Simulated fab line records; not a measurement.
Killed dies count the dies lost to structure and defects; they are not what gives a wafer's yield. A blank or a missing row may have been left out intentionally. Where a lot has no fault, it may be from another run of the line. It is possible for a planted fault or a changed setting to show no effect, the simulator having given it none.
fab line records | flow n5Finfet
record lots=7 | wafers=39
route steps=1938 shown WELL_APT@48 DUMMY_GATE@237 HKMG_FIN@403 GATE_CUT@466 MOL_CONTACT_COAG@532 BEOL_M4@1111
startH: the number of hours between the record's first day and the start of the first shown wafer of the lot | waitH: hours since the lot's step before | " as in the row above | L1.1+2: a row that stands for several wafers | - value missing, or start not given | * or withheld: withheld | < > ~ a bound
route shown NAME@n: a module of which the file shows steps, and the number in the route of the first | usual: mean and standard deviation over wafers with no fault | same: alike in all rows | chamber/n: place in a boat | sites: the reading at each site | _std_site: standard deviation of those values | _edge_site: inner sites' mean taken away from outer sites' mean | radiusMm: for every site, how far away it sits from the centre of the wafer | mask NAME#n: copy n | behind: the tool/chamber that last shaped the wafer | hold: what put the lot on hold/how long, in hours/how the hold closed | device: the transistor (n, p or np) that didn't switch | end of line: the route-end tests of the same wafers | a step given without rows: its recipe and nothing more | killed: count of dies lost to structure and defects at first sort (not the wafer's yield) | map: a wafer's dies, marking killed ones x, the rest . and places with no die _
set.NAME: the setting as run; set.NAME@STEP: as run at that earlier step | model.NAME: the simulator's own value behind a step, which no gauge read
lots run with intentionally changed settings; tables by step, rows by wafer
## steps
# step N5_WELL_APT_IMPLANT_32
# recipe species=BF2 | energyKev=50 | doseCm2=2e+13 | tiltDeg=0 | rotationDeg=0
# step N5_DUMMY_GATE_ETCH_37
# recipe chemistry=N2/H2 | target=SOC | targetDepthA=600 | overetchA=300 | tempC=40 | ionEnergyEv=200 | pressureMtorr=30 | sourceW=840 | biasW=150 | n2FlowSccm=200 | h2FlowSccm=200
# step N5_DUMMY_GATE_ETCH_42
# recipe chemistry=CHF3/O2 | target=SiO2 | targetDepthA=35 | timeS=31 | ionEnergyEv=30 | biasW=12 | pressureMtorr=30 | sourceW=600 | Ar_flow_sccm=200 | CHF3_flow_sccm=50 | O2_flow_sccm=5
# step N5_HKMG_FIN_ETCH_55
# recipe chemistry=N2/H2 | target=SOC | targetDepthA=2400 | tempC=40 | timeS=300 | ionEnergyEv=200 | maskMaterial=SiARC | pressureMtorr=30 | sourceW=840 | biasW=150 | n2FlowSccm=200 | h2FlowSccm=200
# step N5_HKMG_FIN_ALD_91
# recipe material=TiN | targetThkA=10 | tempC=400 | aldPrecursorFamily=TiCl4 | aldCoReactant=NH3 | pulseTimeS=1 | purgeTimeS=3 | coReactantPurgeTimeS=2 | coReactantPulseTimeS=2 | aldCycles=47 | pressureTorr=3
# step N5_GATE_CUT_ETCH_56
# recipe chemistry=Cl2/Ar | target=TiN | targetDepthA=216 | pressureMtorr=10 | icpW=600 | biasW=60 | Cl2_flow_sccm=40 | Ar_flow_sccm=60
# step N5_MOL_CONTACT_COAG_ETCH_106
# recipe chemistry=N2/H2 | target=SOC | targetDepthA=800 | overetchA=160 | maskMaterial=SiARC | tempC=40 | timeS=120 | ionEnergyEv=200 | pressureMtorr=30 | sourceW=840 | biasW=150 | n2FlowSccm=200 | h2FlowSccm=200
# step N5_BEOL_M4_RC_MEAS_101
# usual CJ_N=4.34/0.071 | IOFF_N_LONG=5.6e-05/3e-06 | VT_N_LONG=274.3/2.1
lot.wafer | tool      | chamber | startH | waitH | set.doseCm2@WELL_APT_IMPLANT_32 | set.sourceW@DUMMY_GATE_ETCH_37 | set.biasW@DUMMY_GATE_ETCH_42 | set.biasW@HKMG_FIN_ETCH_55 | set.tempC@HKMG_FIN_ALD_91 | set.icpW@GATE_CUT_ETCH_56 | set.targetDepthA@MOL_CONTACT_COAG_ETCH_106 | CJ_N | IOFF_N_LONG[nA/um] | VT_N_LONG[mV]
L076.1    | prober-02 | 0       | 178.01 | 0.0   | 2e+13                           | 756.4                          | 12                           | 150                        | 400                       | 667.5                     | 696.6                                      | 4.47 | 5.6e-05            | 276.1
L076.2    | "         | 0       | "      | "     | 2e+13                           | 840                            | 12                           | 124.4                      | 389.1                     | 667.5                     | 800                                        | 4.33 | 6.2e-05            | 270.7
L076.3    | "         | 0       | "      | "     | 2e+13                           | 756.4                          | 12                           | 124.4                      | 400                       | 667.5                     | 696.6                                      | 4.36 | 5.4e-05            | 274.5
L076.4    | "         | 0       | "      | "     | 2e+13                           | 840                            | 12                           | 124.4                      | 389.1                     | 600                       | 800                                        | 4.35 | 6.1e-05            | 269.8
L076.5    | "         | 0       | "      | "     | 2e+13                           | 840                            | 12                           | 150                        | 400                       | 600                       | 800                                        | 4.41 | 5.5e-05            | 275.4
L076.6    | "         | 0       | "      | "     | 2e+13                           | 756.4                          | 12                           | 150                        | 389.1                     | 600                       | 696.6                                      | 4.41 | 6.3e-05            | 269.8
L080.1    | prober-01 | 0       | 201.54 | 0.0   | 2e+13                           | 840                            | 13.93                        | 150                        | 404.4                     | 600                       | 800                                        | 4.35 | 5.3e-05            | 274.7
L080.2    | "         | 0       | "      | "     | 2e+13                           | 793.9                          | 13.93                        | 175                        | 400                       | 600                       | 800                                        | 4.42 | 5.5e-05            | 273.8
L080.3    | "         | 0       | "      | "     | 2e+13                           | 840                            | 12                           | 175                        | 404.4                     | 600                       | 800                                        | 4.42 | 5.3e-05            | 278.1
L080.4    | "         | 0       | "      | "     | 2e+13                           | 793.9                          | 12                           | 150                        | 404.4                     | 600                       | 800                                        | 4.37 | 5.2e-05            | 275.0
L080.5    | "         | 0       | "      | "     | 2e+13                           | 793.9                          | 13.93                        | 175                        | 400                       | 600                       | 800                                        | 4.39 | 5.4e-05            | 278.0
L080.6    | "         | 0       | "      | "     | 2e+13                           | 840                            | 12                           | 150                        | 400                       | 600                       | 800                                        | 4.39 | 5.6e-05            | 276.8
L081.1    | prober-01 | 0       | 205.76 | 0.0   | 2.207e+13                       | 933.6                          | 12                           | 150                        | 406.1                     | 630.8                     | 800                                        | 4.47 | 6e-05              | 274.2
L081.2    | "         | 0       | "      | "     | 2.207e+13                       | 840                            | 12                           | 150                        | 400                       | 630.8                     | 800                                        | 4.46 | 6.4e-05            | 272.5
L081.3    | "         | 0       | "      | "     | 2e+13                           | 840                            | 12                           | 150                        | 406.1                     | 600                       | 800                                        | 4.28 | 5.9e-05            | 274.8
L081.4    | "         | 0       | "      | "     | 2e+13                           | 840                            | 12                           | 164.2                      | 406.1                     | 600                       | 800                                        | 4.31 | 5.9e-05            | 272.4
L081.5    | "         | 0       | "      | "     | 2e+13                           | 933.6                          | 12                           | 164.2                      | 400                       | 600                       | 800                                        | 4.26 | 6.1e-05            | 273.3
L081.6    | "         | 0       | "      | "     | 2.207e+13                       | 933.6                          | 12                           | 164.2                      | 400                       | 630.8                     | 800                                        | 4.48 | 6.4e-05            | 272.3
L082.1    | prober-02 | 0       | 206.44 | 0.0   | 2e+13                           | 840                            | 14.12                        | 170.5                      | 400                       | 600                       | 800                                        | 4.35 | 5.5e-05            | 272.9
L082.2    | "         | 0       | "      | "     | 2e+13                           | 840                            | 12                           | 150                        | 400                       | 600                       | 800                                        | 4.26 | 5.5e-05            | 275.7
L082.3    | "         | 0       | "      | "     | 1.818e+13                       | 840                            | 12                           | 150                        | 400                       | 652.7                     | 705.1                                      | 4.12 | 5.5e-05            | 272.2
L082.4    | "         | 0       | "      | "     | 2e+13                           | 840                            | 14.12                        | 170.5                      | 400                       | 652.7                     | 800                                        | 4.32 | 5.6e-05            | 275.3
L082.5    | "         | 0       | "      | "     | 1.818e+13                       | 840                            | 12                           | 170.5                      | 400                       | 652.7                     | 705.1                                      | 4.14 | 5.5e-05            | 275.9
L082.6    | "         | 0       | "      | "     | 1.818e+13                       | 840                            | 14.12                        | 150                        | 400                       | 600                       | 705.1                                      | 4.13 | 5.5e-05            | 276.7
L091.1    | prober-02 | 0       | 268.33 | 0.0   | 2e+13                           | 840                            | 12                           | 150                        | 400                       | 600                       | 800                                        | 4.33 | 5.8e-05            | 276.2
L091.3    | "         | 0       | "      | "     | 2e+13                           | 840                            | 12                           | 150                        | 400                       | 600                       | 800                                        | 4.40 | 5.9e-05            | 271.2
L091.4    | "         | 0       | "      | "     | 2e+13                           | 840                            | 12                           | 150                        | 400                       | 600                       | 800                                        | 4.40 | 5.9e-05            | 273.2
L092.1    | prober-01 | 0       | 271.10 | 0.0   | 2e+13                           | 840                            | 12                           | 135.4                      | 386.9                     | 600                       | 769.9                                      | 4.35 | 6.7e-05            | 267.3
L092.2    | "         | 0       | "      | "     | 2e+13                           | 783.8                          | 9.724                        | 150                        | 386.9                     | 600                       | 769.9                                      | 4.38 | 6.6e-05            | 269.6
L092.3    | "         | 0       | "      | "     | 2e+13                           | 783.8                          | 12                           | 150                        | 386.9                     | 600                       | 800                                        | 4.36 | 6.6e-05            | 268.1
L092.4    | "         | 0       | "      | "     | 2e+13                           | 783.8                          | 9.724                        | 135.4                      | 400                       | 600                       | 800                                        | 4.40 | 5.7e-05            | 275.5
L092.5    | "         | 0       | "      | "     | 2e+13                           | 840                            | 9.724                        | 135.4                      | 400                       | 600                       | 769.9                                      | 4.35 | 5.6e-05            | 274.4
L092.6    | "         | 0       | "      | "     | 2e+13                           | 840                            | 12                           | 150                        | 400                       | 600                       | 800                                        | 4.41 | 5.7e-05            | 275.0
L095.1    | prober-01 | 0       | 289.16 | 0.0   | 1.691e+13                       | 783.6                          | 14.1                         | 150                        | 415.4                     | 600                       | 800                                        | 3.82 | 4.7e-05            | 276.3
L095.2    | "         | 0       | "      | "     | 2e+13                           | 783.6                          | 14.1                         | 121.9                      | 400                       | 600                       | 887.2                                      | 4.24 | 5.9e-05            | 269.9
L095.3    | "         | 0       | "      | "     | 2e+13                           | 783.6                          | 12                           | 121.9                      | 415.4                     | 600                       | 800                                        | 4.25 | 5.1e-05            | 278.8
L095.4    | "         | 0       | "      | "     | 1.691e+13                       | 840                            | 14.1                         | 150                        | 400                       | 600                       | 800                                        | 3.97 | 5.7e-05            | 271.0
L095.5    | "         | 0       | "      | "     | 1.691e+13                       | 840                            | 12                           | 121.9                      | 400                       | 600                       | 887.2                                      | 3.89 | 5.6e-05            | 271.0
L095.6    | "         | 0       | "      | "     | 2e+13                           | 840                            | 12                           | 150                        | 415.4                     | 600                       | 887.2                                      | 4.32 | 5.1e-05            | 277.4
## key
split step=N5_WELL_APT_IMPLANT_32 | setting=doseCm2 | statedAs=2e+13
response step=N5_BEOL_M4_RC_MEAS_101 | reading=CJ_N | slope=+0.0228 | per=1% | togetherWith=all | explained=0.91
response step=N5_BEOL_M4_RC_MEAS_101 | reading=IOFF_N_LONG | slope=+2.01e-07 | per=1% | togetherWith=all | explained=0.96
split step=N5_DUMMY_GATE_ETCH_37 | setting=sourceW | statedAs=840
response none clear
split step=N5_DUMMY_GATE_ETCH_42 | setting=biasW | statedAs=12
response none clear
split step=N5_HKMG_FIN_ETCH_55 | setting=biasW | statedAs=150
response none clear
split step=N5_HKMG_FIN_ALD_91 | setting=tempC | statedAs=400
response step=N5_BEOL_M4_RC_MEAS_101 | reading=IOFF_N_LONG | slope=-2.55e-06 | per=1% | togetherWith=all | explained=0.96
response step=N5_BEOL_M4_RC_MEAS_101 | reading=VT_N_LONG | slope=+1.65 | per=1% | togetherWith=all | explained=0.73
split step=N5_GATE_CUT_ETCH_56 | setting=icpW | statedAs=600
response none clear
split step=N5_MOL_CONTACT_COAG_ETCH_106 | setting=targetDepthA | statedAs=800
response none clear
